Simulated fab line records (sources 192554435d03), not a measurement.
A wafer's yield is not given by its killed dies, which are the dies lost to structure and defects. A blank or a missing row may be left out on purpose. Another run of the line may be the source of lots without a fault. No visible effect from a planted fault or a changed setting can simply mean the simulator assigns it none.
Which tool was responsible? | flow n5_finfet | 10 lots, 29 wafers sampled, at 6 steps of a route of 1938

WHAT THE GAUGES SHOWED, per wafer
N5_BEOL_M4_RC_MEAS_101. Usual: DIBL_N 37.1 mV/V, standard deviation 1.8; DIBL_P 37.2 mV/V, standard deviation 2.1; IOFF_N 0.17 nA/um, standard deviation 0.033; IOFF_P 0.22 nA/um, standard deviation 0.037; ION_N 680 uA/um, standard deviation 11; ION_P 464 uA/um, standard deviation 7.7; SS_N 71.7 mV/dec, standard deviation 0.63; SS_P 73.6 mV/dec, standard deviation 0.67; VT_N 248.9 mV, standard deviation 2.9; VT_P -251 mV, standard deviation 3.6.
lot  | measured     | on        | DIBL_N (mV/V)  | DIBL_P (mV/V)  | IOFF_N (nA/um) | IOFF_P (nA/um) | ION_N (uA/um) | ION_P (uA/um) | SS_N (mV/dec)  | SS_P (mV/dec)  | VT_N (mV)         | VT_P (mV)      | flag
L153 | day 8 19:38  | prober-01 | 37.7 32.4 36.1 | 39.0 32.8 37.3 | 0.21 0.11 0.18 | 0.24 0.15 0.21 | 684 666 682   | 467 458 465   | 72.2 70.6 71.9 | 74.0 72.1 73.8 | 244.9 253.1 246.9 | -249 -256 -250 |
L162 | day 11 00:59 | prober-01 | 38.3 37.0 35.7 | 38.8 36.4 34.3 | 0.17 0.16 0.14 | 0.24 0.21 0.17 | 671 691 672   | 463 468 457   | 71.8 71.1 71.4 | 75.1 73.4 72.9 | 250.1 248.5 251.5 | -246 -252 -251 |
L167 | day 12 17:26 | prober-01 | 39.9 40.3 36.9 | 40.1 41.7 36.5 | 0.23 0.24 0.15 | 0.24 0.26 0.17 | 699 691 674   | 466 465 457   | 72.2 72.6 72.1 | 73.9 74.3 73.3 | 243.1 245.7 249.0 | -252 -249 -257 |
L166 | day 12 17:54 | prober-02 | 38.3 40.4 36.9 | 39.1 40.5 39.4 | 0.20 0.23 0.18 | 0.21 0.25 0.22 | 682 686 683   | 458 463 467   | 72.4 72.7 71.5 | 73.3 74.5 73.8 | 247.9 246.6 246.6 | -251 -248 -250 |
L164 | day 12 19:37 | prober-02 | 38.4 40.1 35.5 | 37.8 40.3 35.3 | 0.18 0.21 0.12 | 0.22 0.27 0.19 | 676 688 671   | 461 474 467   | 70.8 71.5 70.7 | 73.7 74.3 73.8 | 247.8 247.0 252.9 | -251 -247 -252 |
L170 | day 13 19:06 | prober-02 | 37.3 38.2 41.6 | 37.1 37.8 41.5 | 0.17 0.20 0.29 | 0.22 0.24 0.31 | 703 677 701   | 478 462 477   | 72.3 71.6 72.4 | 73.7 74.4 75.2 | 246.6 245.7 241.5 | -249 -250 -244 |
L171 | day 14 01:59 | prober-02 | 35.8 37.6      | 34.0 37.0      | 0.15 0.17      | 0.19 0.22      | 673 674       | 461 468       | 72.0 72.0      | 72.5 73.2      | 251.8 251.1       | -252 -249      |
L172 | day 14 06:01 | prober-01 | 38.4 37.4 37.3 | 37.9 36.2 35.7 | 0.20 0.18 0.17 | 0.24 0.22 0.21 | 695 678 666   | 469 461 461   | 72.2 72.0 71.5 | 74.3 73.4 73.1 | 243.4 247.8 249.1 | -249 -251 -252 |
L173 | day 14 10:52 | prober-02 | 39.5 40.7 37.4 | 39.0 38.9 35.8 | 0.18 0.21 0.16 | 0.24 0.24 0.20 | 664 678 680   | 463 461 461   | 71.9 73.2 71.3 | 73.9 74.5 73.8 | 249.3 247.9 250.8 | -248 -247 -250 |
L174 | day 14 13:47 | prober-02 | 40.8 35.2 37.1 | 40.8 34.0 36.9 | 0.27 0.13 0.18 | 0.34 0.20 0.25 | 703 677 679   | 477 463 467   | 73.1 72.0 71.7 | 74.0 72.0 73.6 | 242.1 251.3 248.0 | -241 -248 -244 |

N5_BEOL_M5_THK_MEAS_01. Usual: M5_ILD_THK typically reads 120.7 nm, with standard deviation 1.6.
lot  | measured     | on            | M5_ILD_THK (nm)   | flag
L153 | day 8 21:41  | film_metro-02 | 119.6 121.5 120.3 |
L162 | day 11 02:23 | film_metro-02 | 119.4 119.9 121.6 |
L167 | day 12 18:58 | film_metro-02 | 120.3 119.8 122.3 |
L166 | day 12 19:19 | film_metro-01 | 121.2 120.9 121.7 |
L164 | day 12 21:11 | film_metro-02 | 120.1 122.3 122.8 |
L170 | day 13 20:38 | film_metro-02 | 190.0 119.4 193.9 | OFF
L171 | day 14 03:22 | film_metro-01 | 190.5 122.4       | OFF
L172 | day 14 07:52 | film_metro-01 | 120.1 191.1 193.2 | OFF
L173 | day 14 12:15 | film_metro-02 | 120.3 120.5 120.6 |
L174 | day 14 15:10 | film_metro-02 | 119.0 119.8 118.8 |

WHICH TOOL RAN EACH LOT (tool, then ch and the chambers of the sampled wafers, then the start)
lot  | N5_BEOL_M4_SPUTTER_86        | N5_BEOL_M4_SPUTTER_92        | N5_BEOL_M4_ANNEAL_95         | N5_BEOL_M5_ILD_DEP_00
L153 | pvd_sputter-02, day 8 17:25  | pvd_sputter-02, day 8 18:05  | pvd_sputter-02, day 8 18:23  | pecvd-01 ch 1, day 8 20:36
L162 | pvd_sputter-02, day 10 22:35 | pvd_sputter-02, day 10 23:14 | pvd_sputter-02, day 10 23:32 | pecvd-01 ch 1,2, day 11 01:48
L167 | pvd_sputter-01, day 12 15:14 | pvd_sputter-01, day 12 15:53 | pvd_sputter-01, day 12 16:11 | pecvd-01 ch 1,2, day 12 18:23
L166 | pvd_sputter-02, day 12 15:17 | pvd_sputter-02, day 12 15:56 | pvd_sputter-02, day 12 16:14 | pecvd-02 ch 0,1, day 12 18:43
L164 | pvd_sputter-01, day 12 17:04 | pvd_sputter-01, day 12 17:44 | pvd_sputter-01, day 12 18:02 | pecvd-02 ch 0,1, day 12 20:35
L170 | pvd_sputter-01, day 13 16:52 | pvd_sputter-01, day 13 17:31 | pvd_sputter-01, day 13 17:49 | pecvd-01 ch 0,1, day 13 20:04
L171 | pvd_sputter-01, day 13 23:37 | pvd_sputter-01, day 14 00:17 | pvd_sputter-01, day 14 00:35 | pecvd-01 ch 0,1, day 14 02:47
L172 | pvd_sputter-03, day 14 03:19 | pvd_sputter-03, day 14 03:59 | pvd_sputter-03, day 14 04:17 | pecvd-01 ch 0,1, day 14 06:49
L173 | pvd_sputter-03, day 14 08:30 | pvd_sputter-03, day 14 09:10 | pvd_sputter-03, day 14 09:28 | pecvd-04 ch 0,1,2, day 14 11:40
L174 | pvd_sputter-03, day 14 11:25 | pvd_sputter-03, day 14 12:05 | pvd_sputter-03, day 14 12:23 | pecvd-02 ch 0,1,2, day 14 14:35
- N5_BEOL_M4_SPUTTER_86: material Cu, target thk 4.5 nm, time 8.29 s.
- N5_BEOL_M4_SPUTTER_92: material Cu, target thk 4.5 nm, time 8.29 s.
- N5_BEOL_M4_ANNEAL_95: time 240 s.
- N5_BEOL_M5_ILD_DEP_00: deposits SiCOH lowk from DEMS/porogen, target thk 140.64 nm, time 25.9 s.

AS READ BY THE TOOLS THEMSELVES (means over the sampled wafers that have a number; for cases with no such wafer, the mark the record gives instead)
N5_BEOL_M4_SPUTTER_86. Usual: throttle_valve_pct reads 29.8 % (standard deviation 0.94).
lot  | tool           | throttle_valve_pct (%) | flag
L153 | pvd_sputter-02 | 28.7                   |
L162 | pvd_sputter-02 | 29.2                   |
L167 | pvd_sputter-01 | 29.7                   |
L166 | pvd_sputter-02 | 29.2                   |
L164 | pvd_sputter-01 | 30.7                   |
L170 | pvd_sputter-01 | 31.0                   |
L171 | pvd_sputter-01 | 30.9                   |
L172 | pvd_sputter-03 | 29.8                   |
L173 | pvd_sputter-03 | 29.6                   |
L174 | pvd_sputter-03 | 29.9                   |

N5_BEOL_M4_SPUTTER_92. Usual: throttle_valve_pct reads 29.8 % (standard deviation 0.97).
lot  | tool           | throttle_valve_pct (%) | flag
L153 | pvd_sputter-02 | 28.8                   |
L162 | pvd_sputter-02 | 29.2                   |
L167 | pvd_sputter-01 | 29.8                   |
L166 | pvd_sputter-02 | 29.0                   |
L164 | pvd_sputter-01 | 30.6                   |
L170 | pvd_sputter-01 | 31.1                   |
L171 | pvd_sputter-01 | 30.7                   |
L172 | pvd_sputter-03 | 29.7                   |
L173 | pvd_sputter-03 | 29.8                   |
L174 | pvd_sputter-03 | 29.8                   |

N5_BEOL_M4_ANNEAL_95. Usual: heater_power_w reads 795 W (standard deviation 73).
lot  | tool           | heater_power_w (W) | flag
L153 | pvd_sputter-02 | 793                |
L162 | pvd_sputter-02 | 872                |
L167 | pvd_sputter-01 | 816                |
L166 | pvd_sputter-02 | 798                |
L164 | pvd_sputter-01 | 790                |
L170 | pvd_sputter-01 | 817                |
L171 | pvd_sputter-01 | 790                |
L172 | pvd_sputter-03 | 759                |
L173 | pvd_sputter-03 | 772                |
L174 | pvd_sputter-03 | 741                |

N5_BEOL_M5_ILD_DEP_00. Usual: chamber_pressure_Torr 5.001 Torr, standard deviation 0.012; heater_power_w 316 W, standard deviation 48; showerhead_plenum_p_Torr 5.741 Torr, standard deviation 0.016; throttle_valve_pct 14.1 %, standard deviation 0.73.
lot  | tool     | chamber_pressure_Torr (Torr) | heater_power_w (W) | showerhead_plenum_p_Torr (Torr) | throttle_valve_pct (%) | flag
L153 | pecvd-01 | 5.007                        | 324                | 5.720                           | 14.2                   |
L162 | pecvd-01 | 4.992                        | 340                | 5.724                           | 14.2                   |
L167 | pecvd-01 | 5.006                        | 351                | 5.726                           | 14.0                   |
L166 | pecvd-02 | 4.995                        | 361                | 5.738                           | 13.9                   |
L164 | pecvd-02 | 5.012                        | 340                | 5.737                           | 13.7                   |
L170 | pecvd-01 | 4.998                        | 342                | 5.745                           | 14.2                   |
L171 | pecvd-01 | 5.005                        | 366                | 5.745                           | 14.3                   |
L172 | pecvd-01 | 4.998                        | 331                | 5.747                           | 14.1                   |
L173 | pecvd-04 | 4.993                        | 297                | 5.752                           | 14.7                   |
L174 | pecvd-02 | 5.009                        | 290                | 5.744                           | 13.5                   |

THE ANSWER, worked out from the rows above alone
Rule: a lot is off if the mean of its wafers that have a number lies more than 3 standard deviations from the usual mean. Also off: a lot with no number at a reading for which 4 or more lots have one. All remaining lots with rows at the step are treated as sound. First the gauges in route order, then the tools' own readings, where a lot's mean is used as printed above. At the first step where some lot is off, the reading lying furthest off is the one used; lots without a number count as furthest.
Off: at N5_BEOL_M5_THK_MEAS_01 (M5_ILD_THK), L170, L171, L172.
A tool fits if, at a process step before that reading, it ran every lot that is off, and no sound lot after the first of them. Those tools and the gauges at N5_BEOL_M5_THK_MEAS_01 are tried in the same way. One fits: pecvd-01 at N5_BEOL_M5_ILD_DEP_00. Its last sound lot is L167 (day 12 18:23), its first lot that is off L170 (day 13 20:04): a fault that began between those two fits.

WHAT HAD BEEN PUT IN BY THE SIMULATOR
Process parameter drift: pecvd-01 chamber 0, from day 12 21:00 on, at N5_BEOL_M5_ILD_DEP_00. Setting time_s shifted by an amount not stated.
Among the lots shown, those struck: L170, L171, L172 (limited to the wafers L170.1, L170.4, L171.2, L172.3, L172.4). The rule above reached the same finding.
